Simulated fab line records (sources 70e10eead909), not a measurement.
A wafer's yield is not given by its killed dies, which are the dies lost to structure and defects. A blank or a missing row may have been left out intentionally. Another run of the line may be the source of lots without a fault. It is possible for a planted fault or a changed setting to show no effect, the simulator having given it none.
Matching of chambers || flow nand_harc || NHARC_A_SGD_CUT_DESCUM_14 on rie_diel-11 has 4 sister chambers
The step chemistry O2, time 3 s. 20 wafers are shown with their chamber, then 10 later ones without.

== WAFERS, EACH WITH ITS CHAMBER ==
{"wafer": "L075.4", "chamber": 3, "drypump_motor_current_A (A)": 5.8, "oes_product_au (a.u.)": 1.009, "rf_vpp_V (V)": 57.0}
{"wafer": "L075.5", "chamber": 3, "drypump_motor_current_A (A)": 5.8, "oes_product_au (a.u.)": 1.014, "rf_vpp_V (V)": 57.5}
{"wafer": "L075.6", "chamber": 2, "drypump_motor_current_A (A)": 6.0, "oes_product_au (a.u.)": 1.011, "rf_vpp_V (V)": 56.8}
{"wafer": "L076.2", "chamber": 2, "drypump_motor_current_A (A)": 6.0, "oes_product_au (a.u.)": 1.011, "rf_vpp_V (V)": 57.8}
{"wafer": "L076.3", "chamber": 1, "drypump_motor_current_A (A)": 5.6, "oes_product_au (a.u.)": 1.016, "rf_vpp_V (V)": 60.0}
{"wafer": "L076.5", "chamber": 3, "drypump_motor_current_A (A)": 5.8, "oes_product_au (a.u.)": 1.006, "rf_vpp_V (V)": 58.9}
{"wafer": "L076.1", "chamber": 3, "drypump_motor_current_A (A)": 5.8, "oes_product_au (a.u.)": 1.012, "rf_vpp_V (V)": 58.0}
{"wafer": "L076.4", "chamber": 0, "drypump_motor_current_A (A)": 5.6, "oes_product_au (a.u.)": 0.986, "rf_vpp_V (V)": 57.1}
{"wafer": "L076.6", "chamber": 2, "drypump_motor_current_A (A)": 6.0, "oes_product_au (a.u.)": 1.001, "rf_vpp_V (V)": 56.9}
{"wafer": "L079.1", "chamber": 0, "drypump_motor_current_A (A)": 5.7, "oes_product_au (a.u.)": 1.001, "rf_vpp_V (V)": 58.6}
{"wafer": "L079.2", "chamber": 2, "drypump_motor_current_A (A)": 6.0, "oes_product_au (a.u.)": 1.014, "rf_vpp_V (V)": 58.0}
{"wafer": "L079.5", "chamber": 1, "drypump_motor_current_A (A)": 5.6, "oes_product_au (a.u.)": 1.013, "rf_vpp_V (V)": 58.6}
{"wafer": "L082.3", "chamber": 1, "drypump_motor_current_A (A)": 5.6, "oes_product_au (a.u.)": 1.015, "rf_vpp_V (V)": 58.8}
{"wafer": "L082.4", "chamber": 0, "drypump_motor_current_A (A)": 5.6, "oes_product_au (a.u.)": 0.989, "rf_vpp_V (V)": 58.4}
{"wafer": "L082.5", "chamber": 3, "drypump_motor_current_A (A)": 5.8, "oes_product_au (a.u.)": 0.997, "rf_vpp_V (V)": 56.7}
{"wafer": "L090.1", "chamber": 0, "drypump_motor_current_A (A)": 5.6, "oes_product_au (a.u.)": 0.991, "rf_vpp_V (V)": 57.6}
{"wafer": "L090.4", "chamber": 1, "drypump_motor_current_A (A)": 5.6, "oes_product_au (a.u.)": 0.995, "rf_vpp_V (V)": 57.9}
{"wafer": "L090.5", "chamber": 0, "drypump_motor_current_A (A)": 5.6, "oes_product_au (a.u.)": 0.994, "rf_vpp_V (V)": 59.2}
{"wafer": "L090.2", "chamber": 2, "drypump_motor_current_A (A)": 6.0, "oes_product_au (a.u.)": 1.002, "rf_vpp_V (V)": 56.6}
{"wafer": "L090.3", "chamber": 3, "drypump_motor_current_A (A)": 5.7, "oes_product_au (a.u.)": 1.001, "rf_vpp_V (V)": 57.2}

SIGNATURES, as means of the wafers listed above
{"reading": "drypump_motor_current_A", "chamber 0": 5.620, "chamber 1": 5.600, "chamber 2": 6.000, "chamber 3": 5.783, "scatter within a chamber": 0.032}
{"reading": "oes_product_au", "chamber 0": 0.99220, "chamber 1": 1.00975, "chamber 2": 1.00780, "chamber 3": 1.00650, "scatter within a chamber": 0.00697}
{"reading": "rf_vpp_V", "chamber 0": 58.180, "chamber 1": 58.825, "chamber 2": 57.220, "chamber 3": 57.550, "scatter within a chamber": 0.784}
Rule: for a wafer and a chamber, the distance is found by dividing, reading by reading, the gap between the wafer's reading and the chamber's mean by the reading's scatter, squaring, summing and taking the root. The wafer belongs to the nearest chamber; if the next one is less than 2 further off, it can't be placed. The scatter: the root of (the sum of the squares of (reading less its chamber's mean) over the shown wafers, divided by (wafers less chambers)).

== WAFERS WITHOUT THEIR CHAMBER ==
{"wafer": "L090.6", "drypump_motor_current_A (A)": 5.6, "oes_product_au (a.u.)": 0.995, "rf_vpp_V (V)": 58.9}
{"wafer": "L089.1", "drypump_motor_current_A (A)": 5.6, "oes_product_au (a.u.)": 0.997, "rf_vpp_V (V)": 59.2}
{"wafer": "L089.4", "drypump_motor_current_A (A)": 5.6, "oes_product_au (a.u.)": 0.994, "rf_vpp_V (V)": 58.8}
{"wafer": "L089.5", "drypump_motor_current_A (A)": 5.7, "oes_product_au (a.u.)": 1.004, "rf_vpp_V (V)": 57.9}
{"wafer": "L091.2", "drypump_motor_current_A (A)": 5.7, "oes_product_au (a.u.)": 0.991, "rf_vpp_V (V)": 56.4}
{"wafer": "L091.3", "drypump_motor_current_A (A)": 5.6, "oes_product_au (a.u.)": 0.991, "rf_vpp_V (V)": 57.8}
{"wafer": "L091.5", "drypump_motor_current_A (A)": 5.8, "oes_product_au (a.u.)": 1.008, "rf_vpp_V (V)": 56.9}
{"wafer": "L095.1", "drypump_motor_current_A (A)": 5.6, "oes_product_au (a.u.)": 0.992, "rf_vpp_V (V)": 57.6}
{"wafer": "L095.3", "drypump_motor_current_A (A)": 6.1, "oes_product_au (a.u.)": 0.991, "rf_vpp_V (V)": 57.0}
{"wafer": "L095.5", "drypump_motor_current_A (A)": 5.6, "oes_product_au (a.u.)": 0.986, "rf_vpp_V (V)": 58.8}

== WHICH CHAMBER EACH ONE RAN IN ==
{"wafer": "L090.6", "from the rows above": "can't be placed: 0 or 1", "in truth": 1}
{"wafer": "L089.1", "from the rows above": "can't be placed: 0 or 1", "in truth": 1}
{"wafer": "L089.4", "from the rows above": "can't be placed: 0 or 1", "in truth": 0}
{"wafer": "L089.5", "from the rows above": "can't be placed: 3 or 0 or 1", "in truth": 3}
{"wafer": "L091.2", "from the rows above": "can't be placed: 0 or 3 or 1", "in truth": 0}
{"wafer": "L091.3", "from the rows above": 0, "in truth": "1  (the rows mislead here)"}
{"wafer": "L091.5", "from the rows above": 3, "in truth": 3}
{"wafer": "L095.1", "from the rows above": 0, "in truth": 0}
{"wafer": "L095.3", "from the rows above": 2, "in truth": 2}
{"wafer": "L095.5", "from the rows above": 0, "in truth": 0}
4 of 10 placed correctly. Cannot be placed on the basis of these rows: 5; the candidates contain the true chamber in 5. 1 placed wrongly.
